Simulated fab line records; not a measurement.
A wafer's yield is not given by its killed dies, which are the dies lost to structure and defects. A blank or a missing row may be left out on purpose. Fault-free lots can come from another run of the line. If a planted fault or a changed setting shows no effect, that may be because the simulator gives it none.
Split-lot trial	flow n5 finfet	on a route of 1938 steps: 7 lots, 21 wafers read

## THE SPLIT
At N5_BEOL_M8_EXPOSE_08 (exposes mask M8), the setting dose mj was moved away from the recipe's 68.25 on 9 of the 21 wafers read, by -6.1% to +6.3%. All remaining wafers had this setting at the recipe value.

## FROM THE SPLIT TO THE READING: what the file shows between them, 18 steps
- N5_BEOL_M8_PEB_09: peb time 60 s
- N5_BEOL_M8_DEVELOP_10: develop time 30 s
- N5_BEOL_M8_CD_MEAS_11: target cd 38.5 nm
- N5_BEOL_M8_ETCH_61: etches SiARC in CF4, target depth 45.5 nm, time 75.8 s (also split here: bias w)
- N5_BEOL_M8_ETCH_62: etches SOC in N2/H2, target depth 110 nm, overetch 22 nm, time 165 s
- N5_BEOL_M8_STRIP_68: strips in N2/H2
- N5_BEOL_M8_STRIP_67: strips in CF4
- N5_BEOL_M8_HM_OPEN_17: chemistry Cl2/BCl3, target TiN, target depth 20 nm, overetch 6 nm
- N5_BEOL_M8_STRIP_19: strips in O2
- N5_BEOL_M8_CD_MEAS_18: pitch 80 nm, target cd 40 nm
- N5_BEOL_M8_TRENCH_ETCH_37: etches SiCOH lowk in C4F6/O2, target depth 93.478 nm, time 31.2 s (also split here: time s)
- N5_BEOL_M8_ETCH_41: etches SiCN in CH3F/O2, target depth 31.9 nm, time 57.8 s
- N5_BEOL_M8_STRIP_80: strips in N2/H2, time 10 s
- N5_BEOL_M8_OCD_MEAS_38
- N5_BEOL_M8_HM_STRIP_39: strips TiN in peroxide tin strip, target depth 25 nm, time 158 s
- N5_BEOL_M8_SRD_40: time 30 s
- N5_BEOL_M8_PRECLEAN_42: cleans in residue remover, time 60 s
- N5_BEOL_M8_SRD_43: time 30 s

## THE READING
cd nm (nm) at N5_BEOL_M8_CD_MEAS_35, where the cd target is 40 nm. Typical for fault-free wafers on this fab line: 40.1 nm, with standard deviation 0.48 nm.

wafer	tool, chamber at the split	dose mj as run	against the recipe	cd nm, nm	against lot-mates on the recipe
L076.1	arfi scanner-02, 0	68.25	recipe	40.2	-
L076.4	arfi scanner-02, 0	66.48	-2.6%	39.0	-1.2
L076.5	arfi scanner-02, 0	66.48	-2.6%	38.6	-1.6
L080.1	arfi scanner-02, 0	68.25	recipe	39.7	-
L080.2	arfi scanner-02, 0	64.11	-6.1%	36.1	-3.8
L080.4	arfi scanner-02, 0	68.25	recipe	40.1	-
L081.3	arfi scanner-03, 0	68.25	recipe	40.3	-
L081.4	arfi scanner-03, 0	72.56	+6.3%	44.0	+3.7
L081.5	arfi scanner-03, 0	72.56	+6.3%	43.9	+3.6
L090.4	arfi scanner-03, 0	68.25	recipe	40.0	-
L090.5	arfi scanner-03, 0	68.25	recipe	40.2	-
L090.6	arfi scanner-03, 0	68.25	recipe	40.0	-
L091.2	arfi scanner-01, 0	68.25	recipe	40.2	-
L091.3	arfi scanner-01, 0	66.33	-2.8%	39.6	-0.6
L091.6	arfi scanner-01, 0	68.25	recipe	40.2	-
L092.2	arfi scanner-03, 0	68.25	recipe	39.8	-
L092.4	arfi scanner-03, 0	68.25	recipe	40.2	-
L092.5	arfi scanner-03, 0	64.17	-6.0%	37.5	-2.5
L097.2	arfi scanner-01, 0	68.25	recipe	40.0	-
L097.3	arfi scanner-01, 0	70.27	+3.0%	41.1	+1.1
L097.4	arfi scanner-01, 0	70.27	+3.0%	42.4	+2.4

FIT RESULTS
A straight line over all 21 wafers: cd nm changes by +0.557 nm for each +1% of dose mj; r = +0.97; the points scatter about the line by 0.43 nm.
The same after taking each lot's own level away (the mean of its wafers on the recipe; 21 wafers): +0.542 nm for each +1%; r = +0.98; scatter 0.38 nm.
On that fit, the largest move of dose mj shifts the reading by 3.4 nm.
From 39.90 to 40.30 nm: that is the span of the lots' own levels, equal to 0.8 times the standard deviation above.
So the lot-to-lot level changes the slope little: the two slopes agree.
Check: for one of the wafers moved furthest among these (+6.3%), held out of the fit, the line's prediction against its lot-mates is +3.44 nm. Against them it came out at +3.7 nm.

## OTHER SPLITS APPLIED TO THESE WAFERS
These wafers also went through other splits before the reading. Each is held against what the fit with the lots' levels taken away leaves over:
other split on the same wafers	wafers away from the commonest value	r with cd nm (lot level and that fit taken away)
N5_BEOL_M6_TRENCH_ETCH_37 source w	10	-0.16
N5_BEOL_M8_ETCH_61 bias w	5	-0.46
N5_BEOL_M8_TRENCH_ETCH_37 time s	3	+0.07

## THE WHOLE CHAIN: every reading that the file lists as answering this split, in the file's order
step	what it does	reading	change (the file's fit)	r (the file's)
N5_BEOL_M8_CD_MEAS_11	target cd 38.5 nm	cd nm	+0.52 nm for each +1% of the setting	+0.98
N5_BEOL_M8_ETCH_61	etches SiARC in CF4, target depth 45.5 nm, time 75.8 s	BEOL_M8.cd offset nm (the simulator's own value, which no gauge read)	+0.52 nm for each +1% of the setting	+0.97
N5_BEOL_M8_ETCH_62	etches SOC in N2/H2, target depth 110 nm, overetch 22 nm, time 165 s	BEOL_M8.cd offset nm (the simulator's own value, which no gauge read)	+0.505 nm for each +1% of the setting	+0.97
N5_BEOL_M8_CD_MEAS_18	pitch 80 nm, target cd 40 nm	cd nm	+0.488 nm for each +1% of the setting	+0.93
N5_BEOL_M8_CD_MEAS_35	target cd 40 nm	cd nm	+0.524 nm for each +1% of the setting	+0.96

## FILE'S OWN FIT
cd nm changes by +0.524 nm for each +1% of dose mj, r = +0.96.
